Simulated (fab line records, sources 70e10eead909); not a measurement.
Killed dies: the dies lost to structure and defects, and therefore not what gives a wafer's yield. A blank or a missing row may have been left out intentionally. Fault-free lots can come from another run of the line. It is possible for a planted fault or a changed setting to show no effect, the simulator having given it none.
8D (eight disciplines) problem report, filled in by code || flow nand harc || the parts of the form that need people (team, actions taken, sign-off) are left out

== 1. WHAT IS WRONG ==
Wafers without a fault read 273, standard deviation 69; raw defect count at NHARC_A_CHANNEL_HOLE_D2_INSPECT_40 reads a mean of 864 on 6 wafers belonging to 2 lots. That is +8.6 standard deviations from the usual mean.
First observed at day 17 22:55: wafer L582.2, on defect inspect-01. At this step, 33 wafers from 11 lots have a number in the record. The rule behind "out" and "out of limits": a value lying over 4 standard deviations away from the usual mean. The other wafers with a number count as sound.

== 2. WHAT IT IS AND WHAT IT IS NOT ==
{"question": "which readings at this step", "is": "raw defect count", "is not": "-"}
{"question": "which lots", "is": "L582, L584", "is not": "L572, L573, L574, L578, L580, L581, L583, L592, L594"}
{"question": "which wafers of those lots", "is": "all that have a number", "is not": "-"}
{"question": "read on which gauges", "is": "defect inspect-01", "is not": "defect inspect-02"}
{"question": "when", "is": "from day 17 22:55", "is not": "up to then (18 sound wafers); but 9 sound wafers of L583, L592, L594 came after"}

== 3. WHAT RULES OUT EACH SUSPECT ==
Counting: a tool stays on the suspect list if, at a process step up to the reading, it processed all lots that are out and no sound lot following the first of them.
- the gauge at NHARC_A_CHANNEL_HOLE_D2_INSPECT_40: kept. All the wafers that are out were read on defect inspect-01, and no step on other tools shows them out.
- har etch-01 at NHARC_A_CHANNEL_HOLE_D2_ETCH_21 (etches the open film in C4F8/O2/Ar, time 514.3 s, target depth 1600 nm): ruled out as a lasting fault. The sound lots L592 went through it after L582, its earliest lot that is out (day 17 17:39).
- har etch-01 at NHARC_A_CHANNEL_HOLE_D2_ETCH_23 (etches the open film in C4F8/O2/Ar, time 819 s, target depth 1600 nm): ruled out as a lasting fault. The sound lots L592 went through it after L582, its earliest lot that is out (day 17 18:40).
- har etch-01 at NHARC_A_CHANNEL_HOLE_D2_ETCH_25 (etches the open film in C4F8/O2/Ar, time 1040.2 s, target depth 1500 nm): ruled out as a lasting fault. The sound lots L592 went through it after L582, its earliest lot that is out (day 17 20:07).
- har etch-01 at NHARC_A_CHANNEL_HOLE_D2_ETCH_26 (etches the open film in C4F8/O2/Ar, time 224.1 s, target depth 300 nm): ruled out as a lasting fault. The sound lots L592 went through it after L582, its earliest lot that is out (day 17 20:59).
After counting, what remains is defect inspect-01 at NHARC_A_CHANNEL_HOLE_D2_INSPECT_40.

== 4. THE CAUSE (what the simulator had put in) ==
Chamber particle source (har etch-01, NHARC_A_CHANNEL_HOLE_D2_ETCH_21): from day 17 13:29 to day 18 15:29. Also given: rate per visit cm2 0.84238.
It was ruled out by counting, in error; the rule expects a fault to strike all lots run on its tool from its start on, and this fault did not.

== 5. SEQUENCE OF EFFECTS, ordered by route ==
Each row: a reading where the mean over the struck wafers with a number is more than 3 standard deviations away from the usual. Only readings whose record carries a usual standard deviation are examined. hours: median over the lots of the time between each lot's start at the first step of this table that gives one and its start at this step. sigmas: the change, counted in usual standard deviations.
{"hours": 0, "step": "NHARC_A_CHANNEL_HOLE_D2_INSPECT_40", "reading": "raw defect count", "usual": 273, "on struck wafers": 864, "change": "+591", "sigmas": "+8.6"}
{"hours": 268, "step": "NHARC_END_SORT_01", "reading": "killed at array", "usual": 62, "on struck wafers": 136, "change": "+74", "sigmas": "+5.0"}
{"hours": 268, "step": "NHARC_END_SORT_01", "reading": "killed dies", "usual": 66, "on struck wafers": 140, "change": "+74", "sigmas": "+5.0"}

== 6. WHAT WOULD HAVE CAUGHT IT SOONER ==
Counted from the fault's start at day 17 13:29, it took 9 hours until the first out-of-limits reading at a measuring or inspecting step in this record, taken at day 17 22:55.
Tool readings at NHARC_A_CHANNEL_HOLE_D2_ETCH_21 with a usual standard deviation given in the record: none out on any struck wafer, hence no alarm at a limit of 4 standard deviations on them.
